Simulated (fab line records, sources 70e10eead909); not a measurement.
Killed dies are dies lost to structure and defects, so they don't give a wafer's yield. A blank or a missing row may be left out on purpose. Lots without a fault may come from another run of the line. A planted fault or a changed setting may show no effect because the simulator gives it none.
Which tool did it? | flow nand_harc | 24 lots, 72 wafers sampled, at 6 steps of a route of 1159

WHAT THE GAUGES READ, wafer by wafer
The record holds no reading of a measuring or inspecting step that can be judged against a usual standard deviation.

WHICH TOOL RAN EACH LOT (tool, then ch and the chambers of the sampled wafers, then the start)
lot  | NHARC_A_STAIRCASE_TRIM_26                     | NHARC_A_STAIRCASE_ETCH_221                    | NHARC_A_STAIRCASE_ETCH_223                    | NHARC_A_STAIRCASE_ETCH_225                    | NHARC_A_STAIRCASE_DEP_322       | NHARC_A_STAIRCASE_ETCHBACK_157
L074 | rie_diel-01 ch 1,2, day 12 17:35 or earlier   | rie_diel-04 ch 0,2,3, day 12 17:35 or earlier | rie_diel-04 ch 1,2, day 12 17:35 or earlier   | rie_diel-04 ch 0,2,3, day 12 17:35 or earlier | pecvd-04 ch 0,1, day 12 17:35   | rie_diel-01 ch 0,2,3, day 13 15:06
L077 | rie_diel-01 ch 0,1,3, day 13 07:04 or earlier | rie_diel-04 ch 1,3, day 13 07:04 or earlier   | rie_diel-04 ch 0,1,2, day 13 07:04 or earlier | rie_diel-04 ch 1,2,3, day 13 07:04 or earlier | pecvd-02 ch 0,1, day 13 07:04   | rie_diel-04 ch 1,2,3, day 14 06:08
L075 | rie_diel-01 ch 0,2, day 13 13:05 or earlier   | rie_diel-08 ch 1,2,3, day 13 13:05 or earlier | rie_diel-08 ch 0,1, day 13 13:05 or earlier   | rie_diel-08 ch 0,1,3, day 13 13:05 or earlier | pecvd-01 ch 0,2, day 13 13:05   | rie_diel-08 ch 1,2,3, day 14 07:50
L076 | rie_diel-08 ch 0,2, day 13 12:53 or earlier   | rie_diel-01 ch 0,3, day 13 12:53 or earlier   | rie_diel-01 ch 1,3, day 13 12:53 or earlier   | rie_diel-01 ch 0,1, day 13 12:53 or earlier   | pecvd-04 ch 1,2, day 13 12:53   | rie_diel-04 ch 2,3, day 14 06:17
L078 | rie_diel-01 ch 0,1,2, day 13 13:14 or earlier | rie_diel-04 ch 0,1,2, day 13 13:14 or earlier | rie_diel-04 ch 0,1,2, day 13 13:14 or earlier | rie_diel-04 ch 1,2, day 13 13:14 or earlier   | pecvd-02 ch 0,1,2, day 13 13:14 | rie_diel-08 ch 0,1,2, day 14 08:16
L080 | rie_diel-01 ch 1,2,3, day 13 22:20 or earlier | rie_diel-04 ch 0,1,2, day 13 22:20 or earlier | rie_diel-04 ch 0,1,2, day 13 22:20 or earlier | rie_diel-04 ch 0,1,2, day 13 22:20 or earlier | pecvd-04 ch 0,1,2, day 13 22:20 | rie_diel-04 ch 0,1,2, day 14 19:54
L079 | rie_diel-04 ch 0,1,2, day 13 22:25 or earlier | rie_diel-01 ch 0,3, day 13 22:25 or earlier   | rie_diel-01 ch 1,3, day 13 22:25 or earlier   | rie_diel-01 ch 0,1, day 13 22:25 or earlier   | pecvd-02 ch 0,1,2, day 13 22:25 | rie_diel-08 ch 0,1,2, day 14 20:11
L082 | rie_diel-01 ch 0,2,3, day 14 12:13 or earlier | rie_diel-08 ch 0,1,2, day 14 12:13 or earlier | rie_diel-08 ch 1,2,3, day 14 12:13 or earlier | rie_diel-08 ch 1,2,3, day 14 12:13 or earlier | pecvd-02 ch 0,2, day 14 12:13   | rie_diel-08 ch 0,2, day 15 11:47
L081 | rie_diel-01 ch 0,1,3, day 14 17:52 or earlier | rie_diel-01 ch 0,1,2, day 14 17:52 or earlier | rie_diel-01 ch 0,3, day 14 17:52 or earlier   | rie_diel-01 ch 0,1,2, day 14 17:52 or earlier | pecvd-02 ch 1,2, day 14 17:52   | rie_diel-01 ch 2,3, day 15 11:30
L084 | rie_diel-08 ch 0,2, day 15 03:58 or earlier   | rie_diel-01 ch 1,2,3, day 15 03:58 or earlier | rie_diel-01 ch 0,1, day 15 03:58 or earlier   | rie_diel-01 ch 1,2, day 15 03:58 or earlier   | pecvd-04 ch 0,1,2, day 15 03:58 | rie_diel-01 ch 0,1, day 16 03:07
L083 | rie_diel-08 ch 0,1,2, day 15 09:45 or earlier | rie_diel-04 ch 0,1,2, day 15 09:45 or earlier | rie_diel-04 ch 0,1,2, day 15 09:45 or earlier | rie_diel-04 ch 1,2, day 15 09:45 or earlier   | pecvd-04 ch 0,2, day 15 09:45   | rie_diel-08 ch 0,1,2, day 16 05:24
L087 | rie_diel-01 ch 0,1,2, day 16 03:01 or earlier | rie_diel-08 ch 1,2, day 16 03:01 or earlier   | rie_diel-08 ch 2,3, day 16 03:01 or earlier   | rie_diel-08 ch 0,1, day 16 03:01 or earlier   | pecvd-01 ch 0,1,2, day 16 03:01 | rie_diel-01 ch 1,3, day 16 22:50
L086 | rie_diel-04 ch 0,2,3, day 16 02:53 or earlier | rie_diel-04 ch 0,2,3, day 16 02:53 or earlier | rie_diel-04 ch 1,2,3, day 16 02:53 or earlier | rie_diel-04 ch 1,2,3, day 16 02:53 or earlier | pecvd-02 ch 0,1,2, day 16 02:53 | rie_diel-04 ch 0,1,2, day 16 22:56
L085 | rie_diel-08 ch 0,2,3, day 16 09:32 or earlier | rie_diel-01 ch 1,3, day 16 09:32 or earlier   | rie_diel-01 ch 0,1,3, day 16 09:32 or earlier | rie_diel-01 ch 0,3, day 16 09:32 or earlier   | pecvd-02 ch 1,2, day 16 09:32   | rie_diel-08 ch 2,3, day 17 07:56
L088 | rie_diel-08 ch 1,3, day 16 09:32 or earlier   | rie_diel-04 ch 1,2,3, day 16 09:32 or earlier | rie_diel-04 ch 0,1,2, day 16 09:32 or earlier | rie_diel-04 ch 1,2,3, day 16 09:32 or earlier | pecvd-04 ch 0,2, day 16 09:32   | rie_diel-08 ch 1,2, day 17 07:32
L089 | rie_diel-08 ch 0,1, day 16 09:40 or earlier   | rie_diel-01 ch 1,3, day 16 09:40 or earlier   | rie_diel-01 ch 1,2,3, day 16 09:40 or earlier | rie_diel-01 ch 1,3, day 16 09:40 or earlier   | pecvd-01 ch 0,1, day 16 09:40   | rie_diel-08 ch 1,2,3, day 17 07:46
L090 | rie_diel-08 ch 1,2,3, day 16 20:33 or earlier | rie_diel-01 ch 1,2,3, day 16 20:33 or earlier | rie_diel-01 ch 0,3, day 16 20:33 or earlier   | rie_diel-01 ch 1,2,3, day 16 20:33 or earlier | pecvd-01 ch 0,1, day 16 20:33   | rie_diel-04 ch 0,1, day 17 19:20
L091 | rie_diel-04 ch 0,1,2, day 16 23:39 or earlier | rie_diel-01 ch 0,1,2, day 16 23:39 or earlier | rie_diel-01 ch 0,1,2, day 16 23:39 or earlier | rie_diel-01 ch 1,3, day 16 23:39 or earlier   | pecvd-01 ch 0,1, day 16 23:39   | rie_diel-01 ch 2,3, day 17 19:28
L092 | rie_diel-08 ch 0,2,3, day 16 23:45 or earlier | rie_diel-01 ch 0,2,3, day 16 23:45 or earlier | rie_diel-01 ch 1,2, day 16 23:45 or earlier   | rie_diel-01 ch 0,3, day 16 23:45 or earlier   | pecvd-02 ch 0,2, day 16 23:45   | rie_diel-04 ch 0,1, day 17 18:58
L093 | rie_diel-04 ch 0,1,2, day 17 11:46 or earlier | rie_diel-04 ch 1,2,3, day 17 11:46 or earlier | rie_diel-04 ch 0,1,2, day 17 11:46 or earlier | rie_diel-04 ch 1,2,3, day 17 11:46 or earlier | pecvd-02 ch 0,1, day 17 11:46   | rie_diel-01 ch 0,1,2, day 18 06:55
L094 | rie_diel-08 ch 0,2,3, day 17 21:52 or earlier | rie_diel-04 ch 2,3, day 17 21:52 or earlier   | rie_diel-04 ch 0,1, day 17 21:52 or earlier   | rie_diel-04 ch 0,2,3, day 17 21:52 or earlier | pecvd-04 ch 0,1,2, day 17 21:52 | rie_diel-08 ch 0,2,3, day 18 20:40
L095 | rie_diel-01 ch 0,1,2, day 17 21:35 or earlier | rie_diel-01 ch 0,3, day 17 21:35 or earlier   | rie_diel-01 ch 1,2,3, day 17 21:35 or earlier | rie_diel-01 ch 0,1,2, day 17 21:35 or earlier | pecvd-02 ch 1,2, day 17 21:35   | rie_diel-01 ch 0,1, day 18 20:55
L097 | rie_diel-04 ch 0,2, day 18 09:27 or earlier   | rie_diel-01 ch 0,2,3, day 18 09:27 or earlier | rie_diel-01 ch 0,1, day 18 09:27 or earlier   | rie_diel-01 ch 1,2, day 18 09:27 or earlier   | pecvd-01 ch 0,1,2, day 18 09:27 | rie_diel-08 ch 1,2, day 19 09:38
L096 | rie_diel-04 ch 1,3, day 18 22:08 or earlier   | rie_diel-08 ch 0,2, day 18 22:08 or earlier   | rie_diel-08 ch 1,3, day 18 22:08 or earlier   | rie_diel-08 ch 0,1,3, day 18 22:08 or earlier | pecvd-04 ch 0,1, day 18 22:08   | rie_diel-01 ch 0,2, day 19 17:45
- NHARC_A_STAIRCASE_TRIM_26: chemistry O2, time 211.2 s.
- NHARC_A_STAIRCASE_ETCH_221: etches the open film in C4F8/O2, target depth 100 nm, time 40.5 s.
- NHARC_A_STAIRCASE_ETCH_223: etches the open film in C4F8/O2, target depth 100 nm, time 40.5 s.
- NHARC_A_STAIRCASE_ETCH_225: etches the open film in C4F8/O2, target depth 100 nm, time 40.5 s.
- NHARC_A_STAIRCASE_DEP_322: deposits SiO2, target thk 3800 nm.
- NHARC_A_STAIRCASE_ETCHBACK_157: etches the open film in CH3F/O2, target depth 90 nm, time 167.14 s.

WHAT THE TOOLS THEMSELVES READ (means of the sampled wafers that have a number; where no wafer has one, the mark that the record gives instead)
NHARC_A_STAIRCASE_TRIM_26. Usual: drypump_motor_current_A 5.6 A, standard deviation 0.49; oes_product_au 0.999 a.u., standard deviation 0.0083; rf_vpp_V 57.8 V, standard deviation 0.86; showerhead_plenum_p_Torr 3.50 Torr, standard deviation 0.16; throttle_valve_pct 17.035 %, standard deviation 0.0093.
lot  | tool        | drypump_motor_current_A (A) | oes_product_au (a.u.) | rf_vpp_V (V) | showerhead_plenum_p_Torr (Torr) | throttle_valve_pct (%) | flag
L074 | rie_diel-01 | 5.3                         | 1.001                 | 57.4         | 3.43                            | 17.042                 |
L077 | rie_diel-01 | 5.5                         | 0.989                 | 57.8         | 3.57                            | 17.041                 |
L075 | rie_diel-01 | 5.5                         | 0.993                 | 58.8         | 3.65                            | 17.032                 |
L076 | rie_diel-08 | 5.7                         | 1.002                 | 57.5         | 3.47                            | 17.035                 |
L078 | rie_diel-01 | 5.4                         | 0.994                 | 58.4         | 3.54                            | 17.028                 |
L080 | rie_diel-01 | 5.2                         | 0.993                 | 57.6         | 3.53                            | 17.037                 |
L079 | rie_diel-04 | 5.5                         | 0.998                 | 58.2         | 3.54                            | 17.036                 |
L082 | rie_diel-01 | 5.3                         | 0.996                 | 57.7         | 3.64                            | 17.040                 |
L081 | rie_diel-01 | 5.5                         | 0.989                 | 57.5         | 3.56                            | 17.028                 |
L084 | rie_diel-08 | 5.4                         | 0.998                 | 57.9         | 3.62                            | 17.040                 |
L083 | rie_diel-08 | 5.8                         | 0.997                 | 58.0         | 3.50                            | 17.035                 |
L087 | rie_diel-01 | 5.4                         | 0.990                 | 58.7         | 3.52                            | 17.021                 |
L086 | rie_diel-04 | 6.0                         | 1.000                 | 57.6         | 3.49                            | 17.034                 |
L085 | rie_diel-08 | 5.5                         | 0.997                 | 57.6         | 3.45                            | 17.045                 |
L088 | rie_diel-08 | 6.1                         | 1.007                 | 57.8         | 3.38                            | 17.029                 |
L089 | rie_diel-08 | 6.1                         | 0.990                 | 57.7         | 3.34                            | 17.037                 |
L090 | rie_diel-08 | 5.7                         | 1.001                 | 58.1         | 3.49                            | 17.034                 |
L091 | rie_diel-04 | 5.4                         | 0.999                 | 57.3         | 3.53                            | 17.036                 |
L092 | rie_diel-08 | 5.5                         | 0.998                 | 57.5         | 3.45                            | 17.039                 |
L093 | rie_diel-04 | 5.4                         | 1.003                 | 57.7         | 3.52                            | 17.035                 |
L094 | rie_diel-08 | 5.5                         | 1.002                 | 57.5         | 3.45                            | 17.031                 |
L095 | rie_diel-01 | 5.4                         | 1.001                 | 58.2         | 3.52                            | 17.034                 |
L097 | rie_diel-04 | 5.8                         | 1.003                 | 57.6         | 3.55                            | 17.027                 |
L096 | rie_diel-04 | 6.1                         | 1.006                 | 57.4         | 3.41                            | 17.033                 |

NHARC_A_STAIRCASE_ETCH_221. Usual: oes_product_au 0.939 a.u., standard deviation 0.013; rf_fwd_power_W 592 W, standard deviation 3.1; rf_vpp_V 896 V, standard deviation 5.
lot  | tool        | oes_product_au (a.u.) | rf_fwd_power_W (W) | rf_vpp_V (V) | flag
L074 | rie_diel-04 | 0.922                 | 591                | 895          |
L077 | rie_diel-04 | 0.936                 | 591                | 893          |
L075 | rie_diel-08 | 0.931                 | 593                | 896          |
L076 | rie_diel-01 | 0.949                 | 595                | 902          |
L078 | rie_diel-04 | 0.945                 | 590                | 895          |
L080 | rie_diel-04 | 0.915                 | 589                | 896          |
L079 | rie_diel-01 | 0.934                 | 596                | 901          |
L082 | rie_diel-08 | 0.934                 | 594                | 895          |
L081 | rie_diel-01 | 0.921                 | 592                | 896          |
L084 | rie_diel-01 | 0.937                 | 593                | 896          |
L083 | rie_diel-04 | 0.935                 | 591                | 896          |
L087 | rie_diel-08 | 0.961                 | 594                | 901          |
L086 | rie_diel-04 | 0.936                 | 590                | 895          |
L085 | rie_diel-01 | 0.937                 | 595                | 896          |
L088 | rie_diel-04 | 0.928                 | 592                | 893          |
L089 | rie_diel-01 | 0.950                 | 595                | 897          |
L090 | rie_diel-01 | 0.950                 | 595                | 896          |
L091 | rie_diel-01 | 0.940                 | 594                | 896          |
L092 | rie_diel-01 | 0.931                 | 596                | 900          |
L093 | rie_diel-04 | 0.932                 | 592                | 893          |
L094 | rie_diel-04 | 0.962                 | 589                | 893          |
L095 | rie_diel-01 | 0.944                 | 595                | 900          |
L097 | rie_diel-01 | 0.946                 | 592                | 899          |
L096 | rie_diel-08 | 0.961                 | 592                | 898          |

NHARC_A_STAIRCASE_ETCH_223. Usual: oes_product_au 0.939 a.u., standard deviation 0.0097; rf_fwd_power_W 592.6 W, standard deviation 2.9; rf_vpp_V 896 V, standard deviation 5.1.
lot  | tool        | oes_product_au (a.u.) | rf_fwd_power_W (W) | rf_vpp_V (V) | flag
L074 | rie_diel-04 | 0.936                 | 588.4              | 896          |
L077 | rie_diel-04 | 0.941                 | 591.0              | 896          |
L075 | rie_diel-08 | 0.932                 | 593.5              | 889          |
L076 | rie_diel-01 | 0.952                 | 593.7              | 898          |
L078 | rie_diel-04 | 0.937                 | 590.1              | 896          |
L080 | rie_diel-04 | 0.931                 | 590.1              | 896          |
L079 | rie_diel-01 | 0.942                 | 592.9              | 897          |
L082 | rie_diel-08 | 0.924                 | 594.8              | 895          |
L081 | rie_diel-01 | 0.925                 | 594.2              | 902          |
L084 | rie_diel-01 | 0.945                 | 594.9              | 896          |
L083 | rie_diel-04 | 0.947                 | 591.9              | 896          |
L087 | rie_diel-08 | 0.945                 | 594.2              | 893          |
L086 | rie_diel-04 | 0.939                 | 590.0              | 893          |
L085 | rie_diel-01 | 0.939                 | 594.3              | 897          |
L088 | rie_diel-04 | 0.938                 | 588.9              | 896          |
L089 | rie_diel-01 | 0.949                 | 595.9              | 895          |
L090 | rie_diel-01 | 0.945                 | 594.0              | 901          |
L091 | rie_diel-01 | 0.951                 | 593.3              | 895          |
L092 | rie_diel-01 | 0.939                 | 593.4              | 892          |
L093 | rie_diel-04 | 0.935                 | 590.7              | 896          |
L094 | rie_diel-04 | 0.944                 | 590.5              | 897          |
L095 | rie_diel-01 | 0.945                 | 595.0              | 896          |
L097 | rie_diel-01 | 0.930                 | 593.9              | 893          |
L096 | rie_diel-08 | 0.937                 | 594.2              | 889          |

NHARC_A_STAIRCASE_ETCH_225. Usual: oes_product_au 0.937 a.u., standard deviation 0.0089; rf_fwd_power_W 592 W, standard deviation 3.1; rf_vpp_V 896 V, standard deviation 5.
lot  | tool        | oes_product_au (a.u.) | rf_fwd_power_W (W) | rf_vpp_V (V) | flag
L074 | rie_diel-04 | 0.930                 | 589                | 895          |
L077 | rie_diel-04 | 0.930                 | 592                | 894          |
L075 | rie_diel-08 | 0.940                 | 592                | 890          |
L076 | rie_diel-01 | 0.934                 | 595                | 897          |
L078 | rie_diel-04 | 0.935                 | 592                | 894          |
L080 | rie_diel-04 | 0.936                 | 590                | 897          |
L079 | rie_diel-01 | 0.938                 | 594                | 897          |
L082 | rie_diel-08 | 0.924                 | 592                | 894          |
L081 | rie_diel-01 | 0.928                 | 592                | 896          |
L084 | rie_diel-01 | 0.932                 | 593                | 892          |
L083 | rie_diel-04 | 0.944                 | 590                | 894          |
L087 | rie_diel-08 | 0.934                 | 590                | 889          |
L086 | rie_diel-04 | 0.939                 | 592                | 893          |
L085 | rie_diel-01 | 0.946                 | 595                | 900          |
L088 | rie_diel-04 | 0.926                 | 592                | 892          |
L089 | rie_diel-01 | 0.946                 | 592                | 892          |
L090 | rie_diel-01 | 0.945                 | 594                | 896          |
L091 | rie_diel-01 | 0.934                 | 597                | 897          |
L092 | rie_diel-01 | 0.928                 | 596                | 901          |
L093 | rie_diel-04 | 0.941                 | 591                | 893          |
L094 | rie_diel-04 | 0.947                 | 589                | 894          |
L095 | rie_diel-01 | 0.942                 | 594                | 895          |
L097 | rie_diel-01 | 0.938                 | 592                | 894          |
L096 | rie_diel-08 | 0.939                 | 592                | 888          |

NHARC_A_STAIRCASE_DEP_322. Usual: heater_power_w 685 W, standard deviation 130; mfc_precursor_sccm 200.0 sccm, standard deviation 0.57; rf_fwd_power_W 499.6 W, standard deviation 1.5.
lot  | tool     | heater_power_w (W) | mfc_precursor_sccm (sccm) | rf_fwd_power_W (W) | flag
L074 | pecvd-04 | 667                | 199.9                     | 499.3              |
L077 | pecvd-02 | 604                | 199.6                     | 501.0              |
L075 | pecvd-01 | 676                | 200.6                     | 500.2              |
L076 | pecvd-04 | 646                | 199.4                     | 499.7              |
L078 | pecvd-02 | 678                | 200.0                     | 499.9              |
L080 | pecvd-04 | 624                | 199.6                     | 499.3              |
L079 | pecvd-02 | 726                | 200.4                     | 498.5              |
L082 | pecvd-02 | 659                | 200.1                     | 499.7              |
L081 | pecvd-02 | 697                | 199.8                     | 498.9              |
L084 | pecvd-04 | 606                | 200.3                     | 500.0              |
L083 | pecvd-04 | 559                | 199.9                     | 500.6              |
L087 | pecvd-01 | 675                | 200.2                     | 499.6              |
L086 | pecvd-02 | 709                | 200.3                     | 500.4              |
L085 | pecvd-02 | 833                | 199.1                     | 498.3              |
L088 | pecvd-04 | 529                | 199.7                     | 500.3              |
L089 | pecvd-01 | 775                | 200.1                     | 500.8              |
L090 | pecvd-01 | 742                | 199.6                     | 500.0              |
L091 | pecvd-01 | 788                | 199.8                     | 500.9              |
L092 | pecvd-02 | 711                | 199.9                     | 500.2              |
L093 | pecvd-02 | 636                | 200.4                     | 498.6              |
L094 | pecvd-04 | 604                | 200.2                     | 500.5              |
L095 | pecvd-02 | 724                | 200.4                     | 497.3              |
L097 | pecvd-01 | 658                | 199.7                     | 497.9              |
L096 | pecvd-04 | 740                | 200.0                     | 499.9              |

NHARC_A_STAIRCASE_ETCHBACK_157. Usual: drypump_motor_current_A 5.6 A, standard deviation 0.5; oes_product_au 0.98 a.u., standard deviation 0.032; rf_fwd_power_W 498.1 W, standard deviation 1.7; rf_vpp_V 243.9 V, standard deviation 1.8; showerhead_plenum_p_Torr 2.43 Torr, standard deviation 0.12; throttle_valve_pct 20.662 %, standard deviation 0.0091.
lot  | tool        | drypump_motor_current_A (A) | oes_product_au (a.u.) | rf_fwd_power_W (W) | rf_vpp_V (V) | showerhead_plenum_p_Torr (Torr) | throttle_valve_pct (%) | flag
L074 | rie_diel-01 | 5.3                         | 0.94                  | 498.5              | 245.0        | 2.54                            | 20.658                 |
L077 | rie_diel-04 | 5.7                         | 1.00                  | 498.7              | 243.8        | 2.41                            | 20.661                 |
L075 | rie_diel-08 | 5.7                         | 1.00                  | 498.9              | 243.2        | 2.43                            | 20.667                 |
L076 | rie_diel-04 | 6.3                         | 0.99                  | 497.7              | 243.9        | 2.38                            | 20.660                 |
L078 | rie_diel-08 | 5.8                         | 1.00                  | 497.3              | 244.0        | 2.43                            | 20.673                 |
L080 | rie_diel-04 | 5.4                         | 1.01                  | 496.8              | 245.0        | 2.46                            | 20.666                 |
L079 | rie_diel-08 | 5.8                         | 1.00                  | 497.8              | 243.9        | 2.43                            | 20.669                 |
L082 | rie_diel-08 | 5.7                         | 0.99                  | 497.1              | 243.8        | 2.40                            | 20.659                 |
L081 | rie_diel-01 | 5.0                         | 0.99                  | 498.8              | 245.3        | 2.51                            | 20.653                 |
L084 | rie_diel-01 | 5.7                         | 1.00                  | 497.9              | 243.4        | 2.47                            | 20.663                 |
L083 | rie_diel-08 | 5.8                         | 1.01                  | 498.5              | 243.2        | 2.43                            | 20.654                 |
L087 | rie_diel-01 | 5.4                         | 1.01                  | 497.9              | 243.6        | 2.39                            | 20.659                 |
L086 | rie_diel-04 | 5.4                         | 1.00                  | 496.7              | 244.8        | 2.45                            | 20.667                 |
L085 | rie_diel-08 | 5.4                         | 0.93                  | 498.7              | 243.3        | 2.39                            | 20.658                 |
L088 | rie_diel-08 | 6.0                         | 1.01                  | 497.8              | 243.6        | 2.45                            | 20.657                 |
L089 | rie_diel-08 | 5.7                         | 0.97                  | 498.2              | 243.1        | 2.42                            | 20.664                 |
L090 | rie_diel-04 | 5.6                         | 1.01                  | 496.6              | 244.5        | 2.47                            | 20.651                 |
L091 | rie_diel-01 | 5.1                         | 1.00                  | 498.4              | 244.4        | 2.53                            | 20.669                 |
L092 | rie_diel-04 | 5.3                         | 1.01                  | 498.4              | 244.7        | 2.45                            | 20.655                 |
L093 | rie_diel-01 | 5.4                         | 0.94                  | 497.4              | 244.4        | 2.44                            | 20.660                 |
L094 | rie_diel-08 | 5.5                         | 0.93                  | 497.7              | 243.7        | 2.39                            | 20.667                 |
L095 | rie_diel-01 | 5.6                         | 0.95                  | 497.2              | 243.3        | 2.39                            | 20.662                 |
L097 | rie_diel-08 | 5.6                         | 0.93                  | 498.1              | 245.5        | 2.53                            | 20.665                 |
L096 | rie_diel-01 | 5.5                         | 0.92                  | 500.4              | 244.5        | 2.52                            | 20.666                 |

THE ANSWER, worked out from the rows above alone
Rule: a lot is off if the mean of its wafers that have a number lies more than 3 standard deviations from the usual mean. A lot without any number at a reading at which 4 lots or more have one is off too. The other lots that the step has rows for count as sound. The gauges are gone through in route order, then the tools' own readings, and for those a lot's mean is taken as printed above. The first step at which some lot is off is used, and at that step the reading that is off furthest; a lot without a number counts as furthest.
No lot is off at any reading shown: from this, nothing can be told.

WHAT THE SIMULATOR HAD PUT IN
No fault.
